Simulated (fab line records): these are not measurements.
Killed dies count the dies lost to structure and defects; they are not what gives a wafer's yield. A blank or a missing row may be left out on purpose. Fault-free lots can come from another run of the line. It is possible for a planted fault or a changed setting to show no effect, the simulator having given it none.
Matching of chambers ; flow n5 finfet ; N5_BEOL_M7_PECVD_70 on pecvd-01: 3 sister chambers
The step deposits SiO2 from TEOS/O2, target thk 20 nm, time 22.7 s. 3 wafers are shown with their chamber, then 7 later ones without.

## EACH WAFER AND ITS CHAMBER
wafer;chamber;throttle valve pct (%)
L080.4;0;22.7
L090.1;2;21.9
L090.2;1;24.7

## WAFERS WITHOUT THEIR CHAMBER
wafer;throttle valve pct (%)
L090.6;22.3
L091.2;22.0
L091.3;22.6
L091.4;22.0
L095.1;24.6
L095.2;22.6
L095.4;21.8

## CHAMBER TAKEN BY EACH
wafer;from the rows above;in truth
L090.6;can't be placed: 0 or 2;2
L091.2;2;2
L091.3;0;0
L091.4;2;2
L095.1;1;1
L095.2;0;0
L095.4;2;2
6 of 7 placed correctly. Can't be placed from these rows: 1 (the true chamber is among the candidates in 1). Number placed wrongly: 0.
How it was worked out, from the rows above alone: a wafer's distance from a chamber is the root of the sum, over the readings, of the square of ((its reading less the chamber's mean) divided by the reading's scatter). The wafer belongs to the nearest chamber; if the next one is less than 2 further off, it can't be placed. A chamber's mean is the mean of its shown wafers. The scatter: root of mean squared gap, hidden wafer to nearest shown wafer, with one shown wafer a chamber.
